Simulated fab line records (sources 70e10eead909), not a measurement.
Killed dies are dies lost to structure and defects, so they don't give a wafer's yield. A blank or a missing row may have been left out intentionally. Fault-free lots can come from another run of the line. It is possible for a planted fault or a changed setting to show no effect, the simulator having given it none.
fab line records + flow nand-harc
[record]
- lots = 13
- wafers = 39
- last-day = 33
route steps=1302 shown P_M1@307 P_M2@330
lots with no fault: from the same line, run without faults
start-h: start of the lot's first displayed wafer, in hours after the record's first day + wait-h: hours elapsed since this lot's preceding step + " the same as in the row above + L1.1+2: one row covering several wafers at once + - either no value or no given start + * or withheld: withheld + < > ~ a bound
route shown NAME@n: NAME is a module with steps in the file, n the number in the route of the first one + usual: the fault-free wafers' mean and standard deviation + same: alike in all rows + chamber/n: place in a boat + sites: each site's reading + _std_site: the standard deviation of these + _edge_site: inner sites' mean taken away from outer sites' mean + radius-mm: how far each site lies from the wafer's centre + mask NAME#n: copy n + behind: tool/chamber where the wafer was last shaped + hold: why the lot was held/for how many hours/how that ended + device: the n, p or np transistor that did not switch + end of line: the tests these same wafers got at the end of their route + step lacking rows: just its recipe + killed: dies that structure and defects cost at the first sort, which is not the same as the wafer's yield + map: a wafer's dies, marking killed ones x, the rest . and places with no die _
set.NAME: the setting that was run; set.NAME@STEP: the one run at that earlier step + model.NAME: the simulator's own value behind a step, which no gauge read
route steps across a sampled set of lots; one table per step, one row per wafer
services: when a tool's chamber went out of use (start-h, in hours from the record's first day, below 0 if earlier), for how many hours, and the reason
[[steps]]
[step NHARC_P_M1_PVD_20]
[recipe]
- target-thk-a = 50
- bias-v = 168.6
- power-w = 15000
- chamber-pressure-pa = 0.12
- time-s = 8.06
- substrate-temp-c = 50
- material = TaN
[usual]
- throttle-valve-pct = 29.9/1.2
| lot.wafer | tool           | chamber | start-h | wait-h | throttle-valve-pct |
|-----------|----------------|---------|---------|--------|--------------------|
| L475.4    | pvd-sputter-02 | -       | -       | -      | 28.8               |
| L475.1    | "              | -       | "       | "      | 29.4               |
| L475.6    | "              | -       | "       | "      | 29.0               |
| L478.2    | pvd-sputter-01 | -       | -       | -      | 30.2               |
| L478.4    | "              | -       | "       | "      | 30.1               |
| L478.6    | "              | -       | "       | "      | 30.2               |
| L480.2    | pvd-sputter-01 | -       | -       | -      | 32.1               |
| L480.1    | "              | -       | "       | "      | 30.4               |
| L480.3    | "              | -       | "       | "      | 31.3               |
| L481.1    | pvd-sputter-03 | -       | -       | -      | 30.2               |
| L481.3    | "              | -       | "       | "      | 29.4               |
| L481.5    | "              | -       | "       | "      | 30.0               |
| L483.1    | pvd-sputter-02 | -       | -       | -      | 29.0               |
| L483.2    | "              | -       | "       | "      | 29.2               |
| L483.5    | "              | -       | "       | "      | 28.9               |
| L484.4    | pvd-sputter-02 | -       | -       | -      | 29.1               |
| L484.2    | "              | -       | "       | "      | 28.5               |
| L484.5    | "              | -       | "       | "      | 28.9               |
| L485.1    | pvd-sputter-02 | -       | -       | -      | 29.3               |
| L485.3    | "              | -       | "       | "      | 28.7               |
| L485.6    | "              | -       | "       | "      | 29.1               |
| L488.1    | pvd-sputter-03 | -       | -       | -      | 31.2               |
| L488.4    | "              | -       | "       | "      | 29.0               |
| L488.6    | "              | -       | "       | "      | 29.4               |
| L491.2    | pvd-sputter-03 | -       | -       | -      | 29.0               |
| L491.3    | "              | -       | "       | "      | 29.5               |
| L491.6    | "              | -       | "       | "      | 31.1               |
| L493.4    | pvd-sputter-01 | -       | -       | -      | 31.7               |
| L493.6    | "              | -       | "       | "      | 31.7               |
| L493.5    | "              | -       | "       | "      | 29.4               |
| L496.3    | pvd-sputter-03 | -       | -       | -      | 29.5               |
| L496.6    | "              | -       | "       | "      | 30.0               |
| L496.5    | "              | -       | "       | "      | 29.7               |
| L497.2    | pvd-sputter-02 | -       | -       | -      | 28.6               |
| L497.3    | "              | -       | "       | "      | 27.3               |
| L497.4    | "              | -       | "       | "      | 30.3               |
| L498.2    | pvd-sputter-02 | -       | -       | -      | 29.1               |
| L498.1    | "              | -       | "       | "      | 29.9               |
| L498.5    | "              | -       | "       | "      | 28.6               |
[step NHARC_P_M2_INSPECT_11]
[usual]
- raw-defect-count = 4.8/2.6
| lot.wafer | tool              | chamber | start-h | wait-h | raw-defect-count |
|-----------|-------------------|---------|---------|--------|------------------|
| L475.1    | defect-inspect-02 | -       | 140.73  | 0.0    | 2                |
| L475.4    | "                 | -       | "       | "      | 2                |
| L475.6    | "                 | -       | "       | "      | 3                |
| L478.2    | defect-inspect-01 | -       | 166.26  | 0.0    | 3                |
| L478.4    | "                 | -       | "       | "      | 3                |
| L478.6    | "                 | -       | "       | "      | 6                |
| L480.1    | defect-inspect-01 | -       | 178.65  | 0.0    | 4                |
| L480.2    | "                 | -       | "       | "      | 5                |
| L480.3    | "                 | -       | "       | "      | 4                |
| L481.1    | defect-inspect-02 | -       | 187.98  | 0.0    | 2                |
| L481.3    | "                 | -       | "       | "      | 1                |
| L481.5    | "                 | -       | "       | "      | 6                |
| L483.1    | defect-inspect-01 | -       | 207.53  | 0.0    | 6                |
| L483.2    | "                 | -       | "       | "      | 7                |
| L483.5    | "                 | -       | "       | "      | 5                |
| L484.2    | defect-inspect-02 | -       | 228.37  | 0.0    | 8                |
| L484.4    | "                 | -       | "       | "      | 4                |
| L484.5    | "                 | -       | "       | "      | 9                |
| L485.1    | defect-inspect-02 | -       | 231.75  | 0.0    | 6                |
| L485.3    | "                 | -       | "       | "      | 4                |
| L485.6    | "                 | -       | "       | "      | 3                |
| L488.1    | defect-inspect-02 | -       | 269.86  | 0.0    | 10               |
| L488.4    | "                 | -       | "       | "      | 7                |
| L488.6    | "                 | -       | "       | "      | 5                |
| L491.2    | defect-inspect-01 | -       | 306.83  | 0.0    | 1                |
| L491.3    | "                 | -       | "       | "      | 4                |
| L491.6    | "                 | -       | "       | "      | 7                |
| L493.4    | defect-inspect-02 | -       | 316.29  | 0.0    | 5                |
| L493.5    | "                 | -       | "       | "      | 6                |
| L493.6    | "                 | -       | "       | "      | 4                |
| L496.3    | defect-inspect-01 | -       | 345.51  | 0.0    | 7                |
| L496.5    | "                 | -       | "       | "      | 6                |
| L496.6    | "                 | -       | "       | "      | 6                |
| L497.2    | defect-inspect-02 | -       | 347.62  | 0.0    | 7                |
| L497.3    | "                 | -       | "       | "      | 6                |
| L497.4    | "                 | -       | "       | "      | 2                |
| L498.1    | defect-inspect-01 | -       | 360.13  | 0.0    | 6                |
| L498.2    | "                 | -       | "       | "      | 2                |
| L498.5    | "                 | -       | "       | "      | 4                |
[step NHARC_P_M2_ECD_22]
[recipe]
- target-thk-a = 4000
- bath-temp-c = 25
- material = Cu
| lot.wafer  | tool      | chamber | start-h | wait-h |
|------------|-----------|---------|---------|--------|
| L475.1+4+6 | ecd-cu-02 | 1       | 142.25  | -      |
| L478.2+4+6 | ecd-cu-02 | 1       | 167.86  | -      |
| L480.2+1+3 | ecd-cu-02 | 1,0,0   | 180.13  | -      |
| L481.1+3+5 | ecd-cu-01 | 1,0,0   | 189.50  | -      |
| L483.2+1+5 | ecd-cu-01 | 0,1,0   | 209.78  | -      |
| L484.2+4+5 | ecd-cu-01 | 0       | 229.81  | -      |
| L485.1+3+6 | ecd-cu-02 | 0,1,0   | 233.23  | -      |
| L488.1+4+6 | ecd-cu-01 | 1       | 271.30  | -      |
| L491.2+3+6 | ecd-cu-02 | 1,0,1   | 308.28  | -      |
| L493.4+6+5 | ecd-cu-02 | 1,1,0   | 317.82  | -      |
| L496.3+5+6 | ecd-cu-02 | 0,0,1   | 347.06  | -      |
| L497.2+4+3 | ecd-cu-01 | 1,0,1   | 349.15  | -      |
| L498.2+1+5 | ecd-cu-02 | 1,0,0   | 361.60  | -      |
[step NHARC_P_M2_CMP_23]
[recipe]
- t-overpolish-s = 20
- target-thk-nm = 144.3
[usual]
- motor-current-A = 12.6/1.4
- time-to-endpoint-s = 29/3.8
[same]
- t-overpolish-s = 20
| lot.wafer | tool   | chamber | start-h | wait-h | motor-current-A | time-to-endpoint-s |
|-----------|--------|---------|---------|--------|-----------------|--------------------|
| L475.4    | cmp-01 | 1       | 142.95  | -      | 10.8            | 28                 |
| L475.1    | "      | 3       | "       | "      | 14.4            | 33                 |
| L475.6    | "      | 0       | "       | "      | 12.5            | 27                 |
| L478.2    | cmp-03 | 0       | 168.62  | -      | 13.8            | 30                 |
| L478.4    | "      | 1       | "       | "      | 14.8            | 37                 |
| L478.6    | "      | 0       | "       | "      | 13.4            | 30                 |
| L480.1    | cmp-01 | 2       | 180.86  | -      | 12.4            | 24                 |
| L480.3    | "      | 3       | "       | "      | 14.2            | 30                 |
| L480.2    | "      | 1       | "       | "      | 11.2            | 26                 |
| L481.3    | cmp-03 | 2       | 190.20  | -      | 13.1            | 31                 |
| L481.1    | "      | 0       | "       | "      | 12.7            | 29                 |
| L481.5    | "      | 1       | "       | "      | 14.7            | 36                 |
| L483.1    | cmp-04 | 1       | 210.56  | -      | 13.2            | 32                 |
| L483.2    | "      | 2       | "       | "      | 12.6            | 26                 |
| L483.5    | "      | 0       | "       | "      | 10.3            | 27                 |
| L484.2    | cmp-04 | 2       | 230.57  | -      | 13.0            | 25                 |
| L484.4    | "      | 0       | "       | "      | 10.3            | 23                 |
| L484.5    | "      | 2       | "       | "      | 12.8            | 24                 |
| L485.1    | cmp-04 | 3       | 233.98  | -      | 14.1            | 27                 |
| L485.3    | "      | 0       | "       | "      | 10.1            | 27                 |
| L485.6    | "      | 2       | "       | "      | 12.6            | 27                 |
| L488.1    | cmp-03 | 2       | 272.04  | -      | 12.8            | 26                 |
| L488.4    | "      | 3       | "       | "      | 10.8            | 26                 |
| L488.6    | "      | 2       | "       | "      | 13.1            | 14                 |
| L491.2    | cmp-01 | 3       | 309.01  | -      | 14.8            | 33                 |
| L491.3    | "      | 0       | "       | "      | 11.8            | 23                 |
| L491.6    | "      | 3       | "       | "      | 14.6            | 32                 |
| L493.4    | cmp-03 | 0       | 318.53  | -      | 13.0            | 25                 |
| L493.6    | "      | 1       | "       | "      | 14.6            | 32                 |
| L493.5    | "      | 2       | "       | "      | 12.5            | 27                 |
| L496.3    | cmp-03 | 1       | 347.77  | -      | 14.3            | 33                 |
| L496.6    | "      | 2       | "       | "      | 12.9            | 27                 |
| L496.5    | "      | 3       | "       | "      | 11.4            | 26                 |
| L497.4    | cmp-04 | 0       | 349.82  | -      | 10.1            | 25                 |
| L497.3    | "      | 2       | "       | "      | 12.7            | 29                 |
| L497.2    | "      | 3       | "       | "      | 12.4            | 29                 |
| L498.1    | cmp-03 | 3       | 362.32  | -      | 10.5            | 26                 |
| L498.2    | "      | 1       | "       | "      | 14.4            | 35                 |
| L498.5    | "      | 3       | "       | "      | 10.4            | 24                 |
[step NHARC_P_M2_THK_MEAS_24]
[recipe]
- thk-meas-gauge = xrf
[usual]
- thk-nm = 144.2/2
| lot.wafer | tool          | chamber | start-h | wait-h | thk-nm |
|-----------|---------------|---------|---------|--------|--------|
| L475.1    | film-metro-02 | -       | 143.24  | -      | 145.7  |
| L475.4    | "             | -       | "       | "      | 142.9  |
| L475.6    | "             | -       | "       | "      | 142.5  |
| L478.2    | film-metro-01 | -       | 168.90  | -      | 142.9  |
| L478.4    | "             | -       | "       | "      | 146.2  |
| L478.6    | "             | -       | "       | "      | 145.4  |
| L480.1    | film-metro-01 | -       | 181.18  | -      | 145.0  |
| L480.2    | "             | -       | "       | "      | 142.5  |
| L480.3    | "             | -       | "       | "      | 144.0  |
| L481.1    | film-metro-01 | -       | 190.49  | -      | 144.6  |
| L481.3    | "             | -       | "       | "      | 146.6  |
| L481.5    | "             | -       | "       | "      | 149.1  |
| L483.1    | film-metro-01 | -       | 210.81  | -      | 144.1  |
| L483.2    | "             | -       | "       | "      | 144.9  |
| L483.5    | "             | -       | "       | "      | 145.0  |
| L484.2    | film-metro-01 | -       | 230.85  | -      | 143.4  |
| L484.4    | "             | -       | "       | "      | 142.7  |
| L484.5    | "             | -       | "       | "      | 143.1  |
| L485.1    | film-metro-01 | -       | 234.27  | -      | 144.6  |
| L485.3    | "             | -       | "       | "      | 144.4  |
| L485.6    | "             | -       | "       | "      | 141.7  |
| L488.1    | film-metro-01 | -       | 272.33  | -      | 141.9  |
| L488.4    | "             | -       | "       | "      | 143.9  |
| L488.6    | "             | -       | "       | "      | 142.4  |
| L491.2    | film-metro-01 | -       | 309.32  | -      | 146.8  |
| L491.3    | "             | -       | "       | "      | 143.1  |
| L491.6    | "             | -       | "       | "      | 147.1  |
| L493.4    | film-metro-02 | -       | 318.76  | -      | 143.2  |
| L493.5    | "             | -       | "       | "      | 141.9  |
| L493.6    | "             | -       | "       | "      | 145.3  |
| L496.3    | film-metro-01 | -       | 348.00  | -      | 149.0  |
| L496.5    | "             | -       | "       | "      | 140.8  |
| L496.6    | "             | -       | "       | "      | 142.7  |
| L497.2    | film-metro-02 | -       | 350.14  | -      | 148.2  |
| L497.3    | "             | -       | "       | "      | 143.9  |
| L497.4    | "             | -       | "       | "      | 144.5  |
| L498.1    | film-metro-02 | -       | 362.63  | -      | 143.7  |
| L498.2    | "             | -       | "       | "      | 147.5  |
| L498.5    | "             | -       | "       | "      | 143.4  |
[[services]]
| tool           | chamber | start-h | hours | kind   |
|----------------|---------|---------|-------|--------|
| ecd-cu-01      | -       | 128.49  | 0.2   | repair |
| cmp-04         | -       | 133.47  | 0.5   | repair |
| ecd-cu-02      | -       | 135.96  | 3.6   | repair |
| pvd-sputter-03 | -       | 143.54  | 5.3   | repair |
| ecd-cu-01      | -       | 160.17  | 8.0   | pm     |
| cmp-03         | -       | 162.14  | 4.0   | pm     |
| cmp-04         | -       | 169.75  | 0.4   | repair |
| pvd-sputter-03 | -       | 170.03  | 10.0  | pm     |
| cmp-04         | -       | 172.97  | 1.2   | repair |
| cmp-04         | -       | 187.37  | 1.6   | repair |
| ecd-cu-01      | -       | 191.70  | 4.2   | repair |
| cmp-04         | -       | 211.45  | 4.0   | pm     |
| pvd-sputter-03 | -       | 223.56  | 3.3   | repair |
| cmp-03         | -       | 235.87  | 3.0   | repair |
| ecd-cu-02      | -       | 244.23  | 8.0   | pm     |
| cmp-03         | -       | 260.14  | 4.0   | pm     |
| pvd-sputter-02 | -       | 282.00  | 10.0  | pm     |
| cmp-04         | -       | 302.63  | 1.3   | repair |
| cmp-04         | -       | 309.45  | 4.0   | pm     |
| pvd-sputter-02 | -       | 320.24  | 2.9   | repair |
| cmp-04         | -       | 327.90  | 0.9   | repair |
| ecd-cu-01      | -       | 336.17  | 8.0   | pm     |
| ecd-cu-01      | -       | 358.12  | 1.0   | repair |
| cmp-03         | -       | 358.14  | 4.0   | pm     |
[[key]]
[first-sign]
- step = NHARC_P_M2_CMP_23
- reading = time-to-endpoint-s
- direction = down
- sigmas = 3.8
- usual = *
- struck = *
effect none on later readings
met-at NHARC_P_M2_ECD_22
struck-lots L488
struck-wafers L488.6
not-acting-at NHARC_P_M1_PVD_20,NHARC_P_M2_INSPECT_11,NHARC_P_M2_THK_MEAS_24
onset-between 229.81 271.30
[fault]
- kind = process-parameter-drift
- tool = ecd-cu-01
- chamber = -
- onset-h = 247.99
- steps = NHARC_P_M2_ECD_22
- channel = target-thk-a
- offset = *
- shape = step
- end-h = 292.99
- scope = struck-wafers-only
- acts-in = *
- stated = *
